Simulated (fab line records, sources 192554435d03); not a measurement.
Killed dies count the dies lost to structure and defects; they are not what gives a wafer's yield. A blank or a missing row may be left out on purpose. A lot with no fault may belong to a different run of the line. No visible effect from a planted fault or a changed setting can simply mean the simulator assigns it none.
Split-lot study + flow n5-finfet + 21 wafers read across 7 lots, on a route 1938 steps long

SPLIT DETAILS
At N5_BEOL_M13_TRENCH_ETCH_34 (etches SiOC in C4F8/O2/Ar, target depth 413.47 nm, time 162.6 s), the setting time-s was moved away from the recipe's 162.6 s on 6 of the 21 wafers read, by -19.7% to -11.5%. This setting was run at the recipe's value on the other wafers.

FROM THE SPLIT TO THE READING: what the file shows between them, 10 steps
- N5_BEOL_M13_STRIP_70: strips in C4F8/O2/Ar
- N5_BEOL_M13_OCD_MEAS_35
- N5_BEOL_M13_STRIP_37: strips in N2/H2
- N5_BEOL_M13_ETCH_38: etches SiCN in CF4/N2, target depth 67.5 nm, time 71.9 s
- N5_BEOL_M13_ECD_47: material Cu, target thk 936 nm
- N5_BEOL_M13_ANNEAL_48: time 90 s
- N5_BEOL_M13_CMP_49: polishes, stops on SiOC, t overpolish 17.1 s, target thk 420 nm
- N5_BEOL_M13_THK_MEAS_50: measures by xrf
- N5_BEOL_M13_PRE_CLEAN_52: time 15 s
- N5_BEOL_M13_DEP_53: deposits SiCN from 3MS/NH3, target thk 50 nm, time 17.8 s

THE READING
M13_RS, in ohm/sq, at N5_BEOL_M13_RS_MEAS_54 (measures by four-point-probe). Fault-free wafers of this fab line usually give 0.0450 ohm/sq, standard deviation 0.00068 ohm/sq.

| wafer  | tool, chamber at the split | time-s as run, s | against the recipe | M13_RS, ohm/sq | against lot-mates on the recipe |
|--------|----------------------------|------------------|--------------------|----------------|---------------------------------|
| L076.1 | rie-diel-05, 2             | 162.6            | recipe             | 0.0457         | -                               |
| L076.3 | rie-diel-05, 0             | 162.6            | recipe             | 0.0461         | -                               |
| L076.6 | rie-diel-05, 2             | 162.6            | recipe             | 0.0457         | -                               |
| L082.2 | rie-diel-06, 0             | 162.6            | recipe             | 0.0450         | -                               |
| L082.4 | rie-diel-06, 0             | 130.6            | -19.7%             | 0.0564         | +0.0114                         |
| L082.5 | rie-diel-06, 3             | 130.6            | -19.7%             | 0.0572         | +0.0122                         |
| L088.1 | rie-diel-06, 1             | 162.6            | recipe             | 0.0445         | -                               |
| L088.3 | rie-diel-06, 3             | 162.6            | recipe             | 0.0462         | -                               |
| L088.4 | rie-diel-06, 2             | 162.6            | recipe             | 0.0443         | -                               |
| L090.1 | rie-diel-02, 0             | 132.3            | -18.6%             | 0.0567         | +0.0117                         |
| L090.2 | rie-diel-02, 1             | 162.6            | recipe             | 0.0449         | -                               |
| L090.3 | rie-diel-02, 3             | 162.6            | recipe             | 0.0451         | -                               |
| L091.3 | rie-diel-06, 3             | 162.6            | recipe             | 0.0463         | -                               |
| L091.4 | rie-diel-06, 1             | 142.4            | -12.4%             | 0.0514         | +0.0060                         |
| L091.6 | rie-diel-06, 2             | 162.6            | recipe             | 0.0445         | -                               |
| L092.1 | rie-diel-06, 3             | 162.6            | recipe             | 0.0458         | -                               |
| L092.3 | rie-diel-06, 1             | 162.6            | recipe             | 0.0454         | -                               |
| L092.4 | rie-diel-06, 0             | 162.6            | recipe             | 0.0451         | -                               |
| L096.2 | rie-diel-02, 1             | 143.9            | -11.5%             | 0.0501         | +0.0057                         |
| L096.3 | rie-diel-02, 2             | 162.6            | recipe             | 0.0444         | -                               |
| L096.5 | rie-diel-02, 0             | 143.9            | -11.5%             | 0.0516         | +0.0072                         |

THE FIT
A straight line over all 21 wafers: M13_RS changes by -0.00057 ohm/sq for each +1% of time-s; r = -0.98; the points scatter about the line by 0.00078 ohm/sq.
The same after taking each lot's own level away (the mean of its wafers on the recipe; 21 wafers): -0.00059 ohm/sq for each +1%; r = -0.99; scatter 0.00065 ohm/sq.
On that fit, the largest move of time-s shifts the reading by 0.012 ohm/sq.
The lots' own levels span 0.04440 to 0.04583 ohm/sq, that is 2.1 times the standard deviation above.
Hence the lot-to-lot level has little effect on the slope; both slopes agree.
Check: +0.0116 ohm/sq against its lot-mates is what the line predicts for one of the wafers moved furthest among these (-19.7%) when that wafer is left out of the fit. Against them it came out at +0.0114 ohm/sq.

OTHER SPLITS APPLIED TO THESE WAFERS
Before the reading, these wafers also passed through other splits. Each is held against what the fit with the lots' levels taken away leaves over:
| other split on the same wafers | wafers away from the commonest value | r with M13_RS (lot level and that fit taken away) |
|--------------------------------|--------------------------------------|---------------------------------------------------|
| N5_BEOL_M8_ETCH_65 source-w    | 4                                    | +0.16                                             |
| N5_BEOL_M9_DESCUM_16 time-s    | 8                                    | +0.20                                             |
| N5_BEOL_M9_ETCH_62 source-w    | 5                                    | -0.06                                             |
| N5_BEOL_M10_PEB_26 peb-time-s  | 7                                    | -0.23                                             |
| N5_BEOL_M11_PECVD_70 time-s    | 8                                    | -0.35                                             |
| N5_BEOL_M11_COAT_59 spin-rpm   | 6                                    | -0.01                                             |

THE WHOLE CHAIN: every reading that the file lists as answering this split, in the file's order
| step                       | what it does                                                    | reading                                                                       | change (the file's fit)               | r (the file's) |
|----------------------------|-----------------------------------------------------------------|-------------------------------------------------------------------------------|---------------------------------------|----------------|
| N5_BEOL_M13_TRENCH_ETCH_34 | etches SiOC in C4F8/O2/Ar, target depth 413.47 nm, time 162.6 s | etch.depth-nm (the simulator's own value, which no gauge read)                | +4.36 nm for each +1% of the setting  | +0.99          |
| N5_BEOL_M13_OCD_MEAS_35    |                                                                 | trench-depth-nm                                                               | +4.38 nm for each +1% of the setting  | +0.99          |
| N5_BEOL_M13_CMP_49         | polishes, stops on SiOC, t overpolish 17.1 s, target thk 420 nm | Cu_of_BEOL_M13_ECD_47.thk-nm (the simulator's own value, which no gauge read) | +4.33 nm for each +1% of the setting  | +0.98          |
| N5_BEOL_M13_THK_MEAS_50    | measures by xrf                                                 | M13_THK                                                                       | +4.45 for each +1% of the setting     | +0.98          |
| N5_BEOL_M13_RS_MEAS_54     | measures by four-point-probe                                    | M13_RS                                                                        | -0.000587 for each +1% of the setting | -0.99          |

FILE'S OWN FIT
M13_RS changes by -0.000587 ohm/sq for each +1% of time-s, r = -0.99.
